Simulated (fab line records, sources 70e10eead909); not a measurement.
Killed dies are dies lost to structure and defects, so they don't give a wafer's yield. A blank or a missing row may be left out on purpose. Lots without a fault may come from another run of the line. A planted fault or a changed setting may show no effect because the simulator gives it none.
Chamber matching | flow nand_harc | NHARC_A_STAIRCASE_TRIM_22 on rie_diel-01: 4 sister chambers
The step chemistry O2, time 211.2 s. 8 wafers are shown with their chamber, then 6 later ones without.

WAFERS WITH THEIR CHAMBER
wafer  | chamber | drypump_motor_current_A (A) | showerhead_plenum_p_Torr (Torr)
L782.4 | 2       | 5.9                         | 3.34
L787.5 | 2       | 5.9                         | 3.33
L789.6 | 3       | 5.3                         | 3.34
L800.2 | 3       | 5.3                         | 3.33
L800.4 | 1       | 4.9                         | 3.58
L801.2 | 0       | 5.7                         | 3.44
L801.4 | 1       | 4.8                         | 3.58
L801.5 | 0       | 5.7                         | 3.44

WAFERS WITHOUT THEIR CHAMBER
wafer  | drypump_motor_current_A (A) | showerhead_plenum_p_Torr (Torr)
L803.1 | 5.9                         | 3.31
L803.3 | 4.8                         | 3.58
L803.6 | 5.9                         | 3.31
L804.1 | 5.9                         | 3.31
L804.2 | 5.2                         | 3.32
L804.5 | 5.9                         | 3.31

WHICH CHAMBER EACH WENT THROUGH
wafer  | from the rows above | in truth
L803.1 | 2                   | 2
L803.3 | 1                   | 1
L803.6 | 2                   | 2
L804.1 | 2                   | 2
L804.2 | 3                   | 3
L804.5 | 2                   | 2
Placed correctly: 6 of 6. Can't be placed from these rows: 0. Placed wrongly: 0.
How it was worked out, from the rows above alone: a wafer's distance from a chamber is the root of the sum, over the readings, of the square of ((its reading less the chamber's mean) divided by the reading's scatter). The wafer belongs to the nearest chamber; if the next one is less than 2 further off, it can't be placed. A chamber's mean is the mean of its shown wafers. The scatter: the root of (the sum of the squares of (reading less its chamber's mean) over the shown wafers, divided by (wafers less chambers)).
